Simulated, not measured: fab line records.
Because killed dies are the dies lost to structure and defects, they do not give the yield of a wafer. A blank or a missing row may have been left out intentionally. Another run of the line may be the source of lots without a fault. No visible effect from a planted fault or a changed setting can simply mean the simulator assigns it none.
fab line records ; flow n5_finfet
record lots=7; wafers=21
route steps=1938 shown BEOL_M5@1140 BEOL_M6@1221
start_h: hours from the record's first day to the start of the lot's first wafer shown ; wait_h: hours from the lot's prior step to this one ; " the same as in the row above ; L1.1+2: several wafers, shown together as one row ; - no value, or no start given ; * or withheld: withheld ; < > ~ a bound
route shown NAME@n: NAME is a module with steps in the file, n the number in the route of the first one ; usual: the fault-free wafers' mean and standard deviation ; same: alike in all rows ; chamber/n: place in a boat ; sites: the reading at each site ; _std_site: standard deviation across them ; _edge_site: outer sites' mean less inner sites' ; radius_mm: how far each site lies from the wafer's centre ; mask NAME#n: copy n ; behind: tool/chamber where the wafer was last shaped ; hold: why the lot was held/for how many hours/how that ended ; device: whichever transistor did not switch (one of n, p or np) ; end of line: the route-end tests of the same wafers ; where a step has no rows: the recipe by itself ; killed: dies that structure and defects cost at the first sort, which is not the same as the wafer's yield ; map: a wafer's dies, marking killed ones x, the rest . and places with no die _
set.NAME: the setting that was run; set.NAME@STEP: the one run at that earlier step ; model.NAME: the simulator's own value behind a step, which no gauge read
lots run with intentionally changed settings; tables by step, rows by wafer
## steps
# step N5_BEOL_M5_COAT_66
# recipe resist=SiARC; temp_c=220; time_s=60; spin_rpm=1500; resist_thk_nm=12
lot.wafer;tool;chamber;start_h;wait_h;set.spin_rpm;model.SiARC_of_BEOL_M5_COAT_66.thk_nm
L077.2+5;litho_track-03;0;-;-;1597;11.6
L077.4;litho_track-03;0;-;-;1500;12
L078.1;litho_track-03;0;-;-;1500;12
L078.2;litho_track-03;0;-;-;1387;12.4
L078.3;litho_track-03;0;-;-;1387;12.6
L079.2+3+6;litho_track-01;0;-;-;1500;12
L081.3+5+6;litho_track-01;0;-;-;1500;12
L093.1+5;litho_track-01;0;-;-;1500;12
L093.3;litho_track-01;0;-;-;1551;11.8
L095.1+2+5;litho_track-03;0;-;-;1500;12
L096.1+2+5;litho_track-05;0;-;-;1500;12
# step N5_BEOL_M5_COAT_74
# recipe resist=underlayer; temp_c=205; time_s=60; spin_rpm=1500; resist_thk_nm=5
# step N5_BEOL_M5_COAT_22
# recipe resist=CAR-EUV; spin_rpm=1500; resist_thk_nm=30
# step N5_BEOL_M5_DESCUM_33
# recipe chemistry=O2; time_s=7; source_power_w=50; bias_power_w=20; pressure_mtorr=20; rf_frequency_hz=2.712e+07; temp_c=40; resist=CAR-EUV; o2_flow_sccm=225
# step N5_BEOL_M5_ETCH_75
# recipe chemistry=N2/H2; target=underlayer; target_depth_a=65; mask_material=CAR-EUV; time_s=5.2; ion_energy_ev=200; pressure_mtorr=30; source_w=840; bias_w=150; n2_flow_sccm=200; h2_flow_sccm=200; ends=cleared
# step N5_BEOL_M5_ETCH_67
# recipe chemistry=CF4; target=SiARC; target_depth_a=156; mask_material=CAR-EUV; time_s=26; ion_energy_ev=80; pressure_mtorr=40; source_w=545; bias_w=36; Ar_flow_sccm=100; cf4_flow_sccm=100; ends=cleared
lot.wafer;tool;chamber;start_h;wait_h;set.spin_rpm@BEOL_M5_COAT_66;model.CAR-EUV_of_BEOL_M5_COAT_22.thk_nm;model.etch.depth_nm
L077.2;rie_diel-06;0;200.63;0.0;1597;11.4;11.67
L077.4;rie_diel-06;1;200.63;0.0;1500;11;12.01
L077.5;rie_diel-06;3;200.63;0.0;1597;11.4;11.65
L078.1;rie_diel-05;2;205.10;0.0;1500;11;12.02
L078.2;rie_diel-05;3;205.10;0.0;1387;10.6;12.47
L078.3;rie_diel-05;1;205.10;0.0;1387;10.6;12.5
L079.2;rie_diel-02;2;208.38;0.0;1500;11;12.08
L079.3;rie_diel-02;0;208.38;0.0;1500;11.2;12.08
L079.6;rie_diel-02;0;208.38;0.0;1500;11.2;12.09
L081.3;rie_diel-06;3;241.29;0.0;1500;11.2;11.98
L081.5;rie_diel-06;2;241.29;0.0;1500;11.2;11.99
L081.6;rie_diel-06;3;241.29;0.0;1500;11.2;12.02
L093.1;rie_diel-05;0;338.33;0.0;1500;11;12
L093.3;rie_diel-05;1;338.33;0.0;1551;11.2;11.78
L093.5;rie_diel-05;1;338.33;0.0;1500;11.2;11.99
L095.1;rie_diel-06;3;345.55;0.0;1500;11;12.04
L095.2+5;rie_diel-06;0,1;345.55;0.0;1500;11;12.01
L096.1+5;rie_diel-06;1;349.16;0.0;1500;11.2;12.02
L096.2;rie_diel-06;0;349.16;0.0;1500;11.2;11.96
# step N5_BEOL_M6_COAT_22
# recipe resist=CAR-EUV; spin_rpm=1500; resist_thk_nm=30
lot.wafer;tool;chamber;start_h;wait_h;set.spin_rpm;model.CAR-EUV_of_BEOL_M6_COAT_22.thk_nm
L077.2+4+5;litho_track-04;0;-;-;1500;30
L078.1+3;litho_track-02;0;-;-;1667;28.4
L078.2;litho_track-02;0;-;-;1500;30
L079.2;litho_track-02;0;-;-;1500;30
L079.3+6;litho_track-02;0;-;-;1432;30.6
L081.3;litho_track-04;0;-;-;1579;29.2
L081.5;litho_track-04;0;-;-;1500;29.8
L081.6;litho_track-04;0;-;-;1579;29
L093.1+5;litho_track-04;0;-;-;1344;31.6
L093.3;litho_track-04;0;-;-;1500;30
L095.1+2+5;litho_track-01;0;-;-;1500;30
L096.1+2;litho_track-04;0;-;-;1632;28.8
L096.5;litho_track-04;0;-;-;1500;30
# step N5_BEOL_M6_EXPOSE_25
# recipe mask_id=V5; na=0.33; source_shape=annular; sigma_inner=0.4; sigma_outer=0.8; polarization=unpolarized; target_cd_nm=40; dose_mj=45
lot.wafer;tool;chamber;start_h;wait_h;mask;set.dose_mj
L077.2+4;euv_scanner-01;0;210.08;-;V5#0;45
L077.5;euv_scanner-01;0;210.08;-;V5#0;46.35
L078.1+2;euv_scanner-01;0;216.58;-;V5#0;41.79
L078.3;euv_scanner-01;0;216.58;-;V5#0;45
L079.2+3+6;euv_scanner-02;0;219.60;-;V5#0;45
L081.3;euv_scanner-01;0;254.42;-;V5#0;45
L081.5+6;euv_scanner-01;0;254.42;-;V5#0;46.88
L093.1;euv_scanner-02;0;352.29;-;V5#0;45
L093.3+5;euv_scanner-02;0;352.29;-;V5#0;41.76
L095.1+2+5;euv_scanner-01;0;359.89;-;V5#0;45
L096.1;euv_scanner-01;0;359.98;-;V5#0;45
L096.2+5;euv_scanner-01;0;359.98;-;V5#0;43.47
# step N5_BEOL_M6_PEB_26
# recipe peb_temp_c=100; peb_time_s=60; resist=CAR-EUV
# step N5_BEOL_M6_DEVELOP_27
# recipe develop_time_s=30; developer=TMAH; resist=CAR-EUV; rinse_liquid=surfactant_rinse; dry=air_spin; dev_temp_c=23
# step N5_BEOL_M6_CD_MEAS_28
# recipe target_cd_nm=40; landing_energy_ev=500; detector=se_inlens
# usual cd_nm=40.06/0.26
lot.wafer;tool;chamber;start_h;wait_h;set.dose_mj@BEOL_M6_EXPOSE_25;cd_nm
L077.2;cd_sem-02;0;210.21;-;45;40.07
L077.4;cd_sem-02;0;210.21;-;45;40.04
L077.5;cd_sem-02;0;210.21;-;46.35;40.49
L078.1;cd_sem-01;0;216.72;-;41.79;38.11
L078.2;cd_sem-01;0;216.72;-;41.79;37.97
L078.3;cd_sem-01;0;216.72;-;45;39.87
L079.2;cd_sem-01;0;219.73;-;45;40.22
L079.3;cd_sem-01;0;219.73;-;45;39.77
L079.6;cd_sem-01;0;219.73;-;45;40.05
L081.3;cd_sem-03;0;254.54;-;45;40.21
L081.5;cd_sem-03;0;254.54;-;46.88;40.89
L081.6;cd_sem-03;0;254.54;-;46.88;41.11
L093.1;cd_sem-02;0;352.42;-;45;39.91
L093.3;cd_sem-02;0;352.42;-;41.76;38.49
L093.5;cd_sem-02;0;352.42;-;41.76;38.33
L095.1;cd_sem-01;0;360.02;-;45;40.46
L095.2;cd_sem-01;0;360.02;-;45;40.02
L095.5;cd_sem-01;0;360.02;-;45;39.89
L096.1;cd_sem-02;0;360.11;-;45;40.42
L096.2;cd_sem-02;0;360.11;-;43.47;39.66
L096.5;cd_sem-02;0;360.11;-;43.47;40.00
# step N5_BEOL_M6_DESCUM_33
# recipe chemistry=O2; time_s=7; source_power_w=50; bias_power_w=20; pressure_mtorr=20; rf_frequency_hz=2.712e+07; temp_c=40; resist=CAR-EUV; o2_flow_sccm=225
lot.wafer;tool;chamber;start_h;wait_h;set.spin_rpm@BEOL_M6_COAT_22;set.dose_mj@BEOL_M6_EXPOSE_25;model.BEOL_M6.cd_nm;model.CAR-EUV_of_BEOL_M6_COAT_22.thk_nm
L077.2;rie_diel-04;2;210.35;0.0;1500;45;40;26
L077.4;rie_diel-04;2;210.35;0.0;1500;45;39.8;26
L077.5;rie_diel-04;3;210.35;0.0;1500;46.35;40.6;26
L078.1;rie_diel-03;0;216.84;0.0;1667;41.79;38;24.6
L078.2;rie_diel-03;1;216.84;0.0;1500;41.79;38.2;26
L078.3;rie_diel-03;2;216.84;0.0;1667;45;40;24.4
L079.2;rie_diel-01;1;219.86;0.0;1500;45;40;26
L079.3;rie_diel-01;3;219.86;0.0;1432;45;40.2;26.8
L079.6;rie_diel-01;3;219.86;0.0;1432;45;40.2;26.6
L081.3;rie_diel-01;0;254.66;0.0;1579;45;40;25.2
L081.5;rie_diel-01;3;254.66;0.0;1500;46.88;41.2;25.8
L081.6;rie_diel-01;0;254.66;0.0;1579;46.88;41;25.2
L093.1;rie_diel-04;3;352.66;0.2;1344;45;40.2;27.6
L093.3;rie_diel-04;0;352.66;0.2;1500;41.76;38.4;26
L093.5;rie_diel-04;1;352.66;0.2;1344;41.76;38.4;27.8
L095.1+5;rie_diel-04;1,0;360.14;0.0;1500;45;40.2;26
L095.2;rie_diel-04;2;360.14;0.0;1500;45;39.8;26
L096.1;rie_diel-01;1;360.25;0.1;1632;45;40.4;24.8
L096.2;rie_diel-01;3;360.25;0.1;1632;43.47;39.6;24.8
L096.5;rie_diel-01;2;360.25;0.1;1500;43.47;39.8;26.2
# step N5_BEOL_M6_ETCH_72
# recipe chemistry=N2/H2; target=underlayer; target_depth_a=65; mask_material=CAR-EUV; time_s=5.2; ion_energy_ev=200; pressure_mtorr=30; source_w=840; bias_w=150; n2_flow_sccm=200; h2_flow_sccm=200; ends=cleared
lot.wafer;tool;chamber;start_h;wait_h;set.dose_mj@BEOL_M6_EXPOSE_25;model.BEOL_M6.cd_nm
L077.2;rie_diel-04;2;210.39;0.0;45;40
L077.4;rie_diel-04;2;210.39;0.0;45;39.8
L077.5;rie_diel-04;3;210.39;0.0;46.35;40.6
L078.1;rie_diel-03;0;216.88;0.0;41.79;38
L078.2;rie_diel-03;1;216.88;0.0;41.79;38.4
L078.3;rie_diel-03;2;216.88;0.0;45;39.8
L079.2;rie_diel-01;1;219.90;0.0;45;40
L079.3+6;rie_diel-01;3;219.90;0.0;45;40.2
L081.3;rie_diel-01;0;254.69;0.0;45;40
L081.5+6;rie_diel-01;3,0;254.69;0.0;46.88;41.2
L093.1;rie_diel-04;3;352.70;0.0;45;40.2
L093.3;rie_diel-04;0;352.70;0.0;41.76;38.6
L093.5;rie_diel-04;1;352.70;0.0;41.76;38.4
L095.1+5;rie_diel-04;1,0;360.18;0.0;45;40.2
L095.2;rie_diel-04;2;360.18;0.0;45;39.8
L096.1;rie_diel-01;1;360.29;0.0;45;40.4
L096.2;rie_diel-01;3;360.29;0.0;43.47;39.6
L096.5;rie_diel-01;2;360.29;0.0;43.47;39.8
# step N5_BEOL_M6_ETCH_66
# recipe chemistry=N2/H2; target=SOC; target_depth_a=800; overetch_a=160; mask_material=SiARC; temp_c=40; time_s=120; ion_energy_ev=200; pressure_mtorr=30; source_w=840; bias_w=150; n2_flow_sccm=200; h2_flow_sccm=200
# usual rf_vpp_V=524.1/2.6
lot.wafer;tool;chamber;start_h;wait_h;set.bias_w;set.dose_mj@BEOL_M6_EXPOSE_25;rf_vpp_V;model.SiARC_of_BEOL_M6_COAT_64.thk_nm;model.BEOL_M6.cd_nm
L077.2;rie_diel-04;2;210.43;0.0;150;45;523.4;6.2;40
L077.4;rie_diel-04;2;210.43;0.0;130.7;45;479.1;7.2;40.2
L077.5;rie_diel-04;3;210.43;0.0;130.7;46.35;479.1;7.4;40.4
L078.1;rie_diel-03;0;216.92;0.0;134;41.79;488.6;7.2;38.2
L078.2;rie_diel-03;1;216.92;0.0;134;41.79;488.3;7.2;38.4
L078.3;rie_diel-03;2;216.92;0.0;150;45;528.9;6.2;40
L079.2;rie_diel-01;1;219.94;0.0;129.3;45;473.7;7.4;39.8
L079.3;rie_diel-01;3;219.94;0.0;129.3;45;474.5;7.6;40.2
L079.6;rie_diel-01;3;219.94;0.0;150;45;521.4;6.4;40.2
L081.3;rie_diel-01;0;254.74;0.0;150;45;527.9;6.8;40
L081.5;rie_diel-01;3;254.74;0.0;130.2;46.88;477.2;7.4;41.2
L081.6;rie_diel-01;0;254.74;0.0;130.2;46.88;479.9;7.6;41.2
L093.1;rie_diel-04;3;352.74;0.0;150;45;523.4;6.4;40.2
L093.3;rie_diel-04;0;352.74;0.0;150;41.76;523.0;6.6;38.4
L093.5;rie_diel-04;1;352.74;0.0;150;41.76;530.2;6.2;38.6
L095.1;rie_diel-04;1;360.22;0.0;150;45;527.4;6.2;40.2
L095.2;rie_diel-04;2;360.22;0.0;150;45;523.1;6.2;40.2
L095.5;rie_diel-04;0;360.22;0.0;150;45;522.6;6.8;40.2
L096.1;rie_diel-01;1;360.33;0.0;150;45;527.9;6.4;40.2
L096.2;rie_diel-01;3;360.33;0.0;150;43.47;519.9;6.6;39.8
L096.5;rie_diel-01;2;360.33;0.0;150;43.47;520.7;6.6;39.4
# step N5_BEOL_M6_STRIP_69
# recipe chemistry=N2/H2; temp_c=40; n2_flow_sccm=200; h2_flow_sccm=200; rf_frequency_hz=6e+07
# step N5_BEOL_M6_STRIP_73
# recipe chemistry=N2/H2; temp_c=40; n2_flow_sccm=200; h2_flow_sccm=200; rf_frequency_hz=6e+07
# step N5_BEOL_M6_VIA_ETCH_34
# recipe chemistry=C4F6/O2; target=SiCOH_lowk; target_depth_a=1263; mask_material=SOC; taper_deg=4; time_s=50.9; ion_energy_ev=250; pressure_mtorr=30; source_w=345; bias_w=185; Ar_flow_sccm=300; C4F6_flow_sccm=10; O2_flow_sccm=10
lot.wafer;tool;chamber;start_h;wait_h;set.dose_mj@BEOL_M6_EXPOSE_25;model.BEOL_M6.cd_nm
L077.2+4;rie_diel-04;2;210.53;0.0;45;40
L077.5;rie_diel-04;3;210.53;0.0;46.35;40.4
L078.1;rie_diel-03;0;217.02;0.0;41.79;38.2
L078.2;rie_diel-03;1;217.02;0.0;41.79;38.4
L078.3;rie_diel-03;2;217.02;0.0;45;39.8
L079.2;rie_diel-01;1;220.04;0.0;45;40
L079.3;rie_diel-01;3;220.04;0.0;45;40.4
L079.6;rie_diel-01;3;220.04;0.0;45;40.2
L081.3;rie_diel-01;0;254.84;0.0;45;40
L081.5+6;rie_diel-01;3,0;254.84;0.0;46.88;41.2
L093.1;rie_diel-04;3;352.84;0.0;45;40.2
L093.3;rie_diel-04;0;352.84;0.0;41.76;38.2
L093.5;rie_diel-04;1;352.84;0.0;41.76;38.6
L095.1;rie_diel-04;1;360.32;0.0;45;40.2
L095.2+5;rie_diel-04;2,0;360.32;0.0;45;40
L096.1;rie_diel-01;1;360.43;0.0;45;40.2
L096.2;rie_diel-01;3;360.43;0.0;43.47;40
L096.5;rie_diel-01;2;360.43;0.0;43.47;39.4
# step N5_BEOL_M6_TRENCH_ETCH_37
# recipe chemistry=C4F6/O2; target_depth_a=944.35; target=SiCOH_lowk; time_s=31.5; ion_energy_ev=250; pressure_mtorr=30; source_w=345; bias_w=185; Ar_flow_sccm=300; C4F6_flow_sccm=10; O2_flow_sccm=10
lot.wafer;tool;chamber;start_h;wait_h;set.time_s;model.BEOL_M6.feature_depth_nm;model.etch.depth_nm
L077.2;rie_diel-04;2;-;-;27.62;86;85.93
L077.4;rie_diel-04;2;-;-;27.62;85.2;85.18
L077.5;rie_diel-04;3;-;-;31.5;93.6;93.54
L078.1;rie_diel-03;0;-;-;25.57;77.6;77.58
L078.2;rie_diel-03;1;-;-;31.5;92.8;92.9
L078.3;rie_diel-03;2;-;-;31.5;97.4;97.34
L079.2;rie_diel-01;1;-;-;31.5;93.8;93.89
L079.3;rie_diel-01;3;-;-;31.5;95;95
L079.6;rie_diel-01;3;-;-;27.02;81.8;81.86
L081.3;rie_diel-01;0;-;-;27.93;79.8;79.89
L081.5;rie_diel-01;3;-;-;27.93;84.6;84.55
L081.6;rie_diel-01;0;-;-;27.93;80.6;80.7
L093.1;rie_diel-04;3;-;-;31.5;93;93.05
L093.3;rie_diel-04;0;-;-;37.31;110.2;110.2
L093.5;rie_diel-04;1;-;-;31.5;96.6;96.55
L095.1;rie_diel-04;1;-;-;31.5;95.2;95.26
L095.2;rie_diel-04;2;-;-;31.5;96.4;96.35
L095.5;rie_diel-04;0;-;-;31.5;91.4;91.41
L096.1;rie_diel-01;1;-;-;31.5;95.6;95.65
L096.2;rie_diel-01;3;-;-;31.5;93.6;93.69
L096.5;rie_diel-01;2;-;-;31.5;91.8;91.88
# step N5_BEOL_M6_ETCH_41
# recipe chemistry=CH3F/O2; target=SiCN; target_depth_a=297; taper_deg=2; time_s=52; ion_energy_ev=120; mask_material=TiN; pressure_mtorr=30; source_w=395; bias_w=75; Ar_flow_sccm=150; CH3F_flow_sccm=30; O2_flow_sccm=20
# step N5_BEOL_M6_STRIP_80
# recipe chemistry=N2/H2; time_s=10; power_w=450; temp_c=40; pressure_mtorr=20; rf_frequency_hz=6e+07; bias_power_w=7; n2_flow_sccm=200; h2_flow_sccm=200
# step N5_BEOL_M6_OCD_MEAS_38
# usual trench_depth_nm=94.8/2.1
lot.wafer;tool;chamber;start_h;wait_h;set.time_s@BEOL_M6_TRENCH_ETCH_37;trench_depth_nm
L077.2;ocd-01;-;210.78;-;27.62;85.8
L077.4;ocd-01;-;210.78;-;27.62;84.7
L077.5;ocd-01;-;210.78;-;31.5;93.9
L078.1;ocd-01;-;217.27;-;25.57;76.8
L078.2;ocd-01;-;217.27;-;31.5;93.2
L078.3;ocd-01;-;217.27;-;31.5;96.8
L079.2;ocd-01;-;220.29;-;31.5;94.5
L079.3;ocd-01;-;220.29;-;31.5;95.1
L079.6;ocd-01;-;220.29;-;27.02;81.5
L081.3;ocd-02;-;255.09;-;27.93;80.4
L081.5;ocd-02;-;255.09;-;27.93;84.5
L081.6;ocd-02;-;255.09;-;27.93;81.0
L093.1;ocd-02;-;353.09;-;31.5;93.3
L093.3;ocd-02;-;353.09;-;37.31;110.4
L093.5;ocd-02;-;353.09;-;31.5;96.3
L095.1;ocd-01;-;360.57;-;31.5;95.6
L095.2;ocd-01;-;360.57;-;31.5;96.6
L095.5;ocd-01;-;360.57;-;31.5;91.2
L096.1;ocd-02;-;360.68;-;31.5;94.9
L096.2;ocd-02;-;360.68;-;31.5;94.3
L096.5;ocd-02;-;360.68;-;31.5;91.4
# step N5_BEOL_M6_HM_STRIP_39
# recipe chemistry=peroxide_tin_strip; material=TiN; target_depth_a=250; temp_c=50; time_s=158
# step N5_BEOL_M6_SRD_40
# recipe time_s=30; temp_c=23; rinse_liquid=diw; dry=ipa_marangoni
# step N5_BEOL_M6_ECD_50
# recipe material=Cu; target_thk_a=3000
# step N5_BEOL_M6_ANNEAL_51
# recipe temp_c=225; time_s=90; ambient=N2
# step N5_BEOL_M6_CMP_52
# recipe stop_on=SiCOH_lowk; t_overpolish_s=6.9; down_force_psi=1; platen_rpm=50; clearing_platen_down_force_psi=1.5; clearing_platen_rpm=50; post_cmp_clean=cu_alkaline; target_thk_nm=80; clearing_platen_pad_velocity_m_s=0.99484; pad_velocity_m_s=0.99484
lot.wafer;tool;chamber;start_h;wait_h;set.time_s@BEOL_M6_TRENCH_ETCH_37;model.Cu_of_BEOL_M6_ECD_50.thk_nm
L077.4;cmp-01;3;214.03;0.2;27.62;69.2
L077.2;cmp-01;0;214.03;0.2;27.62;68.2
L077.5;cmp-01;3;214.03;0.2;31.5;76.2
L078.3;cmp-04;3;220.13;0.2;31.5;84.4
L078.2;cmp-04;0;220.13;0.2;31.5;79.6
L078.1;cmp-04;1;220.13;0.2;25.57;62.6
L079.2;cmp-02;1;222.33;0.2;31.5;77.4
L079.3;cmp-02;3;222.33;0.2;31.5;80.4
L079.6;cmp-02;1;222.33;0.2;27.02;65.8
L081.3;cmp-02;3;257.80;0.3;27.93;66.6
L081.5;cmp-02;0;257.80;0.3;27.93;72.4
L081.6;cmp-02;1;257.80;0.3;27.93;67.2
L093.1;cmp-01;0;355.25;0.3;31.5;76.4
L093.3;cmp-01;2;355.25;0.3;37.31;95.6
L093.5;cmp-01;0;355.25;0.3;31.5;79
L095.2;cmp-04;1;362.80;0.2;31.5;82.6
L095.1;cmp-04;3;362.80;0.2;31.5;80.8
L095.5;cmp-04;1;362.80;0.2;31.5;77.2
L096.1;cmp-02;2;363.80;0.3;31.5;82
L096.2;cmp-02;3;363.80;0.3;31.5;77.8
L096.5;cmp-02;2;363.80;0.3;31.5;78
# step N5_BEOL_M6_THK_MEAS_53
# recipe thk_meas_gauge=xrf; reads=Cu_of_BEOL_M6_ECD_50
# usual M6_THK=81.6/2.9
lot.wafer;tool;chamber;start_h;wait_h;set.time_s@BEOL_M6_TRENCH_ETCH_37;M6_THK[nm]
L077.2;film_metro-01;-;214.29;-;27.62;68.4
L077.4;film_metro-01;-;214.29;-;27.62;69.7
L077.5;film_metro-01;-;214.29;-;31.5;76.6
L078.1;film_metro-01;-;220.39;-;25.57;62.9
L078.2;film_metro-01;-;220.39;-;31.5;80.4
L078.3;film_metro-01;-;220.39;-;31.5;85.2
L079.2;film_metro-02;-;222.59;-;31.5;78.5
L079.3;film_metro-02;-;222.59;-;31.5;81.8
L079.6;film_metro-02;-;222.59;-;27.02;67.2
L081.3;film_metro-02;-;257.99;-;27.93;67.7
L081.5;film_metro-02;-;257.99;-;27.93;73.4
L081.6;film_metro-02;-;257.99;-;27.93;68.4
L093.1;film_metro-02;-;355.54;-;31.5;79.0
L093.3;film_metro-02;-;355.54;-;37.31;98.3
L093.5;film_metro-02;-;355.54;-;31.5;81.3
L095.1;film_metro-02;-;363.10;-;31.5;82.1
L095.2;film_metro-02;-;363.10;-;31.5;84.8
L095.5;film_metro-02;-;363.10;-;31.5;79.2
L096.1;film_metro-01;-;364.06;-;31.5;82.3
L096.2;film_metro-01;-;364.06;-;31.5;77.6
L096.5;film_metro-01;-;364.06;-;31.5;78.0
# step N5_BEOL_M6_PRE_CLEAN_55
# recipe gas=NH3; time_s=15; temp_c=withheld; rf_power_w=300
# step N5_BEOL_M6_DEP_56
# recipe material=SiCN; target_thk_a=100; temp_c=withheld; precursor=3MS/NH3; pressure_torr=3; rf_w=202; time_s=17.5
# step N5_BEOL_M6_RS_MEAS_57
# recipe thk_meas_gauge=four-point-probe; reads=Cu_of_BEOL_M6_ECD_50+Co_of_BEOL_M6_CVD_78+TaN_of_BEOL_M6_ALD_77
# usual M6_RS=0.285/0.011
lot.wafer;tool;chamber;start_h;wait_h;set.time_s@BEOL_M6_TRENCH_ETCH_37;M6_RS[ohm/sq]
L077.2;film_metro-01;-;214.42;0.1;27.62;0.346
L077.4;film_metro-01;-;214.42;0.1;27.62;0.339
L077.5;film_metro-01;-;214.42;0.1;31.5;0.303
L078.1;film_metro-01;-;220.52;0.1;25.57;0.384
L078.2;film_metro-01;-;220.52;0.1;31.5;0.288
L078.3;film_metro-01;-;220.52;0.1;31.5;0.269
L079.2;film_metro-02;-;222.76;0.1;31.5;0.298
L079.3;film_metro-02;-;222.76;0.1;31.5;0.286
L079.6;film_metro-02;-;222.76;0.1;27.02;0.361
L081.3;film_metro-01;-;258.12;0.1;27.93;0.356
L081.5;film_metro-01;-;258.12;0.1;27.93;0.321
L081.6;film_metro-01;-;258.12;0.1;27.93;0.353
L093.1;film_metro-01;-;355.67;0.1;31.5;0.302
L093.3;film_metro-01;-;355.67;0.1;37.31;0.232
L093.5;film_metro-01;-;355.67;0.1;31.5;0.290
L095.1;film_metro-01;-;363.23;0.1;31.5;0.282
L095.2;film_metro-01;-;363.23;0.1;31.5;0.275
L095.5;film_metro-01;-;363.23;0.1;31.5;0.298
L096.1;film_metro-01;-;364.19;0.1;31.5;0.278
L096.2;film_metro-01;-;364.19;0.1;31.5;0.295
L096.5;film_metro-01;-;364.19;0.1;31.5;0.295
## key
split step=N5_BEOL_M5_COAT_66; setting=spin_rpm; stated=1500; by=wafer
response step=N5_BEOL_M5_COAT_66; reading=model.SiARC_of_BEOL_M5_COAT_66.thk_nm; change=-0.0639; per=1%; r=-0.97
response step=N5_BEOL_M5_ETCH_67; reading=model.CAR-EUV_of_BEOL_M5_COAT_22.thk_nm; change=+0.0539; per=1%; r=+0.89
response step=N5_BEOL_M5_ETCH_67; reading=model.etch.depth_nm; change=-0.0595; per=1%; r=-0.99
split step=N5_BEOL_M6_COAT_22; setting=spin_rpm; stated=1500; by=wafer
response step=N5_BEOL_M6_COAT_22; reading=model.CAR-EUV_of_BEOL_M6_COAT_22.thk_nm; change=-0.144; per=1%; r=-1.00
response step=N5_BEOL_M6_DESCUM_33; reading=model.CAR-EUV_of_BEOL_M6_COAT_22.thk_nm; change=-0.148; per=1%; r=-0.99
split step=N5_BEOL_M6_EXPOSE_25; setting=dose_mj; stated=45; by=wafer
response step=N5_BEOL_M6_CD_MEAS_28; reading=cd_nm; change=+0.217; per=1%; r=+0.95
response step=N5_BEOL_M6_DESCUM_33; reading=model.BEOL_M6.cd_nm; change=+0.253; per=1%; r=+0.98
response step=N5_BEOL_M6_ETCH_72; reading=model.BEOL_M6.cd_nm; change=+0.236; per=1%; r=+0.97
response step=N5_BEOL_M6_ETCH_66; reading=model.BEOL_M6.cd_nm; change=+0.23; per=1%; r=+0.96
response step=N5_BEOL_M6_VIA_ETCH_34; reading=model.BEOL_M6.cd_nm; change=+0.224; per=1%; r=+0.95
split step=N5_BEOL_M6_ETCH_66; setting=bias_w; stated=150; by=wafer
response step=N5_BEOL_M6_ETCH_66; reading=rf_vpp_V; change=+3.58; per=1%; r=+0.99
response step=N5_BEOL_M6_ETCH_66; reading=model.SiARC_of_BEOL_M6_COAT_64.thk_nm; change=-0.0765; per=1%; r=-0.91
split step=N5_BEOL_M6_TRENCH_ETCH_37; setting=time_s; stated=31.5; by=wafer
response step=N5_BEOL_M6_TRENCH_ETCH_37; reading=model.BEOL_M6.feature_depth_nm; change=+0.85; per=1%; r=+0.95
response step=N5_BEOL_M6_TRENCH_ETCH_37; reading=model.etch.depth_nm; change=+0.851; per=1%; r=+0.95
response step=N5_BEOL_M6_OCD_MEAS_38; reading=trench_depth_nm; change=+0.882; per=1%; r=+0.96
response step=N5_BEOL_M6_CMP_52; reading=model.Cu_of_BEOL_M6_ECD_50.thk_nm; change=+0.929; per=1%; r=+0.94
response step=N5_BEOL_M6_THK_MEAS_53; reading=M6_THK; change=+0.939; per=1%; r=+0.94
response step=N5_BEOL_M6_RS_MEAS_57; reading=M6_RS; change=-0.00443; per=1%; r=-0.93
